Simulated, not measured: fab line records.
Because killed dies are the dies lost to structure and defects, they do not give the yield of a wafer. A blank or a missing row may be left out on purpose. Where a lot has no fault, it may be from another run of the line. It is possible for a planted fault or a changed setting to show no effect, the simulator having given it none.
Struck lot and sound lot, side by side || flow nandHarc || 40 steps out of a route of 1159
Sound: these wafers, L330.2, L330.3, L330.4. The struck wafers were L337.1, L337.3, L337.5. The cause is given at the end.
Each step with rows lists, per side, the tool, then ch with its chambers, then its first start. Under that, the readings that differ: sound wafers || struck wafers || difference of the means || sigmas: that difference in standard deviations of wafers without a fault.
alike: readings whose means differ by less than 2 such deviations, and words and numbers that are the same on both sides. not compared: withheld readings, readings that some wafer has no value for, bounds like >300 that may hide the same value, and numbers for which the record gives no deviation and whose values overlap.
Wherever a step has rows on one side only, a row that says differs or no value, or a row with sigmas, the two part there. Numbers that don't overlap but have no deviation are shown without sigmas and don't part them. Lack of a reading on every wafer of one side parts them only where that side has two or more wafers.

NHARC_A_BLC_CD_MEAS_10: target cd 100 nm.
  sound on cdSem-01 ch 0, day 19 02:51; struck on cdSem-03 ch 0, day 20 07:30
  alike: cdNm
NHARC_A_BLC_OVL_MEAS_11:
  sound: overlay-02 at day 19 02:56; struck: overlay-01 at day 20 07:35
  alike: overlayXNm, overlayYNm
NHARC_A_BLC_INSPECT_12:
  sound: defectInspect-02 at day 19 02:58; struck: defectInspect-01 at day 20 07:38
  alike: rawDefectCount
then, 1 step without rows for these wafers: NHARC_A_BLC_DESCUM_15 (chemistry O2, time 3 s).
NHARC_A_BLC_ETCH_16: etches the open film in CF4, target depth 39 nm, time 65 s.
  sound on rieDiel-11 ch 0,2,3, day 19 03:07; struck on rieDiel-11 ch 0,1, day 20 07:47
  alike: drypumpMotorCurrentA, oesProductAu, rfVppV, showerheadPlenumPTorr, throttleValvePct
  not compared: rfHoursCounterH
NHARC_A_BLC_ETCH_17: etches the open film in N2/H2, target depth 390 nm, time 609.38 s.
  sound on rieDiel-11 ch 0,2,3; struck on rieDiel-11 ch 0,1
  alike: drypumpMotorCurrentA, n2FlowSccm, oesProductAu, rfVppV, showerheadPlenumPTorr, throttleValvePct
  not compared: rfHoursCounterH
then, 1 step without rows for these wafers: NHARC_A_BLC_ETCH_18 (etches the open film in C4F8/O2/Ar, target depth 910 nm).
NHARC_A_BLC_CD_MEAS_19:
  sound: cdSem-02 at day 19 04:01; struck: cdSem-01 at day 20 08:40
  alike: cdNm
then, 4 steps without rows for these wafers: NHARC_A_BLC_STRIP_29 (strips in CF4); NHARC_A_BLC_STRIP_21 (strips in O2); NHARC_A_BLC_STRIP_22 (strips in post etch residue remover, time 600 s); NHARC_A_BLC_DEGAS_30 (time 60 s).
NHARC_A_BLC_PRE_CLEAN_31: time 15 s.
  sound: pvdSputter-02 at day 19 04:40; struck: pvdSputter-01 at day 20 09:25
then, 15 steps without rows for these wafers: NHARC_A_BLC_PVD_32 (deposits Ti, target thk 5 nm, time 17.7 s); NHARC_A_BLC_ALD_23 (deposits TiN, target thk 3 nm, pulse time 1 s, ald cycles 150); NHARC_A_BLC_CVD_24 (deposits W, target thk 150 nm, time 434 s); NHARC_A_BLC_CMP_25 (polishes, t overpolish 30 s, target thk 150 nm); NHARC_A_BLC_SRD_27; NHARC_A_M0_DEP_00 (deposits SiOC, target thk 150 nm); NHARC_A_M0_DEHYDRATE_01 (time 120 s); NHARC_A_M0_HMDS_02 (time 30 s); NHARC_A_M0_COAT_33 (time 65 s); NHARC_A_M0_COAT_03 (resist thk 90 nm); NHARC_A_M0_SOFTBAKE_04 (time 55 s); NHARC_A_M0_EBR_05; NHARC_A_M0_EXPOSE_06 (exposes mask A M0, target cd 80 nm); NHARC_A_M0_PEB_07 (peb time 65 s); NHARC_A_M0_DEVELOP_08 (develop time 35 s).
NHARC_A_M0_CD_MEAS_09: target cd 80 nm.
  sound on cdSem-03 ch 0, day 19 07:04; struck on cdSem-03 ch 0, day 20 11:42
  alike: cdNm
NHARC_A_M0_OVL_MEAS_10: pitch 160 nm.
  sound: overlay-01 at day 19 07:08; struck: overlay-01 at day 20 11:47
  alike: overlayXNm, overlayYNm
then, 1 step without rows for these wafers: NHARC_A_M0_DESCUM_14 (chemistry O2, time 3 s).
NHARC_A_M0_ETCH_34: etches the open film in N2/H2, target depth 40 nm, overetch 12 nm, time 43.94 s.
  sound on rieDiel-01 ch 0,2,3, day 19 07:20; struck on rieDiel-09 ch 0,2,3, day 20 11:59
  alike: drypumpMotorCurrentA, n2FlowSccm, oesProductAu, rfVppV, showerheadPlenumPTorr, throttleValvePct
  not compared: rfHoursCounterH
then, 1 step without rows for these wafers: NHARC_A_M0_ETCH_15 (etches the open film in C4F8/Ar, target depth 150 nm, overetch 15 nm, time 82.5 s).
NHARC_A_M0_CD_MEAS_16:
  sound: cdSem-02 at day 19 07:34; struck: cdSem-01 at day 20 12:12
  alike: cdNm
then, 2 steps without rows for these wafers: NHARC_A_M0_STRIP_18 (strips in N2/H2); NHARC_A_M0_STRIP_19 (strips in post etch residue remover, time 600 s).
NHARC_A_M0_DEGAS_28: time 60 s.
  sound: pvdSputter-03 at day 19 08:11; struck: pvdSputter-03 at day 20 12:50
  alike: heaterPowerW
then, 1 step without rows for these wafers: NHARC_A_M0_PRE_CLEAN_29 (time 30 s).
NHARC_A_M0_PVD_20: deposits TaN, target thk 5 nm, time 8.06 s.
  sound on pvdSputter-03; struck on pvdSputter-03
  alike: throttleValvePct
NHARC_END_SORT_01:
  sound on prober-01 ch 0, day 21 05:35; struck on prober-02 ch 0, day 22 08:23
{"reading": "killedAtArray", "sound": "20 28 30", "struck": "113 122 91", "difference": "+83", "sigmas": "+8"}
{"reading": "killedDies", "sound": "23 30 34", "struck": "115 129 93", "difference": "+83", "sigmas": "+8"}
  alike: killedAtOther, killedAtPeriphery, killedOpen, killedShort

## WHERE THEY PART
Only at NHARC_END_SORT_01, as far as this record shows.

WHY: what had been put in by the simulator
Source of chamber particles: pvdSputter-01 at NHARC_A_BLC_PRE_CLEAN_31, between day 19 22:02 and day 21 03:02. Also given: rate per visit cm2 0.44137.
